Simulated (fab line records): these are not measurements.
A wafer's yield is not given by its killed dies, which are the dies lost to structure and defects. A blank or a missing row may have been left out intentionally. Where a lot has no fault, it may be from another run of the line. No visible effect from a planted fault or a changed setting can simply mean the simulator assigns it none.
Matching of chambers + flow nand-harc + 4 sister chambers for NHARC_A_BONDPAD_CMP_19 on cmp-02
The step polishes, t overpolish 30 s, cu recess touch 16 s, target thk 169.82 nm. 8 wafers are shown with their chamber, then 9 later ones without.

WAFERS PAIRED WITH THEIR CHAMBERS
| wafer  | chamber | motor-current-A (A) | retaining-ring-pressure-frac |
|--------|---------|---------------------|------------------------------|
| L083.5 | 1       | 13.0                | 0.999                        |
| L085.6 | 2       | 12.4                | 1.008                        |
| L088.2 | 3       | 12.2                | 1.003                        |
| L088.4 | 0       | 12.7                | 0.998                        |
| L088.5 | 3       | 12.3                | 1.007                        |
| L089.1 | 2       | 12.0                | 1.003                        |
| L089.3 | 1       | 12.5                | 0.998                        |
| L089.6 | 0       | 13.1                | 0.995                        |

WAFERS WHOSE CHAMBER IS MISSING
| wafer  | motor-current-A (A) | retaining-ring-pressure-frac |
|--------|---------------------|------------------------------|
| L091.2 | 12.7                | 1.000                        |
| L091.3 | 13.1                | 1.002                        |
| L091.5 | 12.9                | 1.003                        |
| L096.4 | 12.7                | 1.003                        |
| L096.5 | 12.1                | 1.003                        |
| L096.6 | 13.0                | 1.000                        |
| L097.2 | 12.1                | 1.002                        |
| L097.3 | 13.4                | 0.996                        |
| L097.4 | 12.4                | 0.998                        |

WHICH CHAMBER EACH WENT THROUGH
| wafer  | from the rows above               | in truth |
|--------|-----------------------------------|----------|
| L091.2 | can't be placed: 1 or 0 or 3      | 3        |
| L091.3 | can't be placed: 1 or 0 or 3 or 2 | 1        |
| L091.5 | can't be placed: 1 or 3 or 0 or 2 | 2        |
| L096.4 | can't be placed: 1 or 3 or 2 or 0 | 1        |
| L096.5 | can't be placed: 3 or 2           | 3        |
| L096.6 | can't be placed: 1 or 0           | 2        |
| L097.2 | can't be placed: 3 or 2 or 1      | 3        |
| L097.3 | can't be placed: 0 or 1           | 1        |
| L097.4 | can't be placed: 1 or 0 or 3 or 2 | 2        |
Correctly placed: 0 of 9. Cannot be placed on the basis of these rows: 9; the candidates contain the true chamber in 8. Wrongly placed: 0.
How it was worked out, from the rows above alone: a wafer's distance from a chamber is the root of the sum, over the readings, of the square of ((its reading less the chamber's mean) divided by the reading's scatter). If the next closest chamber is less than 2 further off than the closest, the wafer can't be placed; otherwise it belongs to the closest. The mean given for a chamber averages the wafers shown for that chamber. The scatter is the square root of a quotient: the sum, over the shown wafers, of each reading's squared deviation from its chamber's mean, divided by wafers minus chambers.
